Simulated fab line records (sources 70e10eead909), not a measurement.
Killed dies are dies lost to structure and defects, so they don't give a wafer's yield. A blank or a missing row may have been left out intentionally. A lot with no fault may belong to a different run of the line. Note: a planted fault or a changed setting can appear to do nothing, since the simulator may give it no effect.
A struck lot beside a sound one	flow nand_harc	16 steps out of a route of 1302
Sound: these wafers, L789.1, L789.5, L789.6. Struck: wafers L772.4, L772.5, L772.6. Last of all comes the cause.
Order at every step that has rows: each side's tool, ch and its chambers, its first start. Under that, the readings that differ: sound wafers	struck wafers	difference of the means	sigmas: that difference in standard deviations of wafers without a fault.
alike: same words and numbers on both sides, and readings whose means sit less than 2 such deviations apart. not compared: any withheld reading, any reading some wafer has no value for, any bound like >300 that may hide the same value, and any number with overlapping values for which the record gives no deviation.
A row with sigmas, a row that says differs or no value, or rows on one side alone: a step with any of these is where the two part. Numbers that have no deviation but don't overlap get no sigmas and don't part them. Lack of a reading on every wafer of one side parts them only where that side has two or more wafers.

NHARC_A_CONTACT_ETCH_139: etches the open film in C4F8/O2/Ar, time 195 s, target depth 840 nm.
  sound on har_cap_etch-02 ch 0,1, day 31 00:47; struck on har_cap_etch-01 ch 0,1, day 24 17:47
  not compared: rf_hours_counter_h
NHARC_A_CONTACT_ETCH_92: etches the open film in CH3F/O2, target depth 40 nm, time 85.7 s.
  sound on rie_diel-04 ch 2,3, day 31 01:19; struck on rie_diel-04 ch 0,1,3, day 24 18:22
  alike: drypump_motor_current_A, oes_product_au, rf_vpp_V, showerhead_plenum_p_Torr, throttle_valve_pct
  not compared: rf_hours_counter_h
then, 1 step without rows for these wafers: NHARC_A_CONTACT_ETCH_98 (etches the open film in C4F6/O2, target depth 20 nm, time 10 s).
NHARC_A_CONTACT_CD_MEAS_15:
  sound on cd_sem-03 at day 31 01:31; struck on cd_sem-03 at day 24 18:34
  alike: cd_nm
then, 3 steps without rows for these wafers: NHARC_A_CONTACT_STRIP_107 (strips in N2/H2); NHARC_A_CONTACT_STRIP_108 (strips in CF4/CHF3); NHARC_A_CONTACT_STRIP_109 (strips in O2/COS).
NHARC_A_CONTACT_ETCH_110: etches the open film in CF4/O2, target depth 60 nm, overetch 6 nm, time 33 s.
  sound on rie_diel-04 ch 1,2,3, day 31 01:59; struck on rie_diel-01 ch 0,1, day 24 18:51
  alike: drypump_motor_current_A, oes_f_703_au, oes_o_777_au, oes_product_au, rf_vpp_V, showerhead_plenum_p_Torr, throttle_valve_pct
  not compared: rf_hours_counter_h
then, 2 steps without rows for these wafers: NHARC_A_CONTACT_STRIP_26 (strips in O2); NHARC_A_CONTACT_STRIP_27 (strips in post etch residue remover, time 600 s).
NHARC_A_CONTACT_ALD_18: deposits TiN, target thk 3 nm, pulse time 1 s, ald cycles 150.
  sound on ald_metal-04 ch 1,2,3, day 31 02:39; struck on ald_metal-01 ch 1,2,3, day 24 19:34
  alike: heater_power_w, precursor_pulse_height_rel, susceptor_temp_C
NHARC_A_CONTACT_CVD_19: deposits W, target thk 300 nm, time 802 s.
  sound: cvd_w-02 ch 0,1; struck: cvd_w-02 ch 0,1
  alike: heater_power_w, mfc_h2_sccm, susceptor_temp_C, throttle_valve_pct
NHARC_A_CONTACT_CMP_20: polishes, t overpolish 30 s, target thk 300 nm.
  sound on cmp-04 ch 0,3, day 31 03:49; struck on cmp-04 ch 1,2, day 24 20:37
  no value came back on the struck wafers for edge_zone_pressure_frac, motor_current_A (A), overpolish_run_s (s), time_to_endpoint_s (s); on the sound wafers edge_zone_pressure_frac reads 1.001 1.002 1.001
after that, 1 step had no rows for these wafers: NHARC_A_CONTACT_SRD_22.
NHARC_A_CONTACT_INSPECT_23:
  sound on defect_inspect-02 at day 31 04:11; struck on defect_inspect-02 at day 24 21:00
reading	sound	struck	difference	sigmas
raw_defect_count	589 496 590	2598 2539 2786	+2083	+15
NHARC_END_SORT_01:
  here the record holds rows for the struck wafers (prober-02 ch 0, day 26 20:35) but none for the sound ones

## WHERE THEY PART
Earliest at NHARC_A_CONTACT_CMP_20; latest, in this record, at NHARC_END_SORT_01.

WHY: whatever the simulator had introduced
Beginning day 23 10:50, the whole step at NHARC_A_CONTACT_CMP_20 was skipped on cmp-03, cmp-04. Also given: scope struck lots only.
